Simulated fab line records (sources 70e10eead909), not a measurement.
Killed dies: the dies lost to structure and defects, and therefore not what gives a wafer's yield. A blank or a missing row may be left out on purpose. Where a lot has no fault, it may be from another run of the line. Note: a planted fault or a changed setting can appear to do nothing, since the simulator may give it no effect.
Chamber matching -- flow nand harc -- NHARC_A_STAIRCASE_ETCH_169 on rie diel-08 has 4 sister chambers
The step etches the open film in CH3F/O2, target depth 50 nm, time 107.1 s. 14 wafers are shown with their chamber, then 7 later ones without.

WAFERS WITH THEIR CHAMBER
wafer,chamber,showerhead plenum p Torr (Torr),rf fwd power W (W),rf vpp V (V)
L078.2,3,2.53,496.6,246.5
L078.5,0,2.33,496.8,242.4
L078.6,3,2.53,499.0,245.5
L076.2,1,2.40,496.8,244.0
L076.5,1,2.40,495.1,243.5
L076.6,2,2.54,498.0,246.3
L079.1,1,2.40,493.6,243.8
L079.4,3,2.53,498.7,244.2
L079.6,1,2.40,493.7,244.2
L080.1,1,2.39,491.9,242.4
L080.5,0,2.33,497.8,241.3
L080.6,3,2.53,498.3,246.1
L083.1,2,2.53,497.7,244.7
L083.2,0,2.32,497.4,243.8

SIGNATURES (means of the wafers above)
reading,chamber 0,chamber 1,chamber 2,chamber 3,scatter within a chamber
showerhead plenum p Torr,2.3267,2.3980,2.5350,2.5300,0.00443
rf fwd power W,497.333,494.220,497.850,498.150,1.32
rf vpp V,242.500,243.580,245.500,245.575,0.972
Rule: distance of a wafer from a chamber = root of the sum over the readings of ((wafer's reading minus chamber's mean) / reading's scatter) squared. If the next closest chamber is less than 2 further off than the closest, the wafer can't be placed; otherwise it belongs to the closest. The scatter: take each reading less its chamber's mean, square it, sum over the shown wafers, divide by the number of wafers less the number of chambers, and take the root.

WAFERS MISSING THEIR CHAMBER
wafer,showerhead plenum p Torr (Torr),rf fwd power W (W),rf vpp V (V)
L083.5,2.39,496.3,242.2
L092.1,2.52,499.5,245.3
L092.2,2.32,497.2,243.0
L092.6,2.52,496.1,244.1
L091.1,2.52,497.0,246.1
L091.2,2.52,495.3,245.4
L091.3,2.32,497.7,242.7

THE CHAMBER EACH PASSED THROUGH
wafer,from the rows above,in truth
L083.5,1,1
L092.1,can't be placed: 3 or 2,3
L092.2,0,0
L092.6,can't be placed: 3 or 2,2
L091.1,can't be placed: 3 or 2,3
L091.2,can't be placed: 3 or 2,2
L091.3,0,0
Correctly placed: 3 of 7. From these rows, 4 cannot be placed; in 4 the true chamber is one of the candidates. Number placed wrongly: 0.
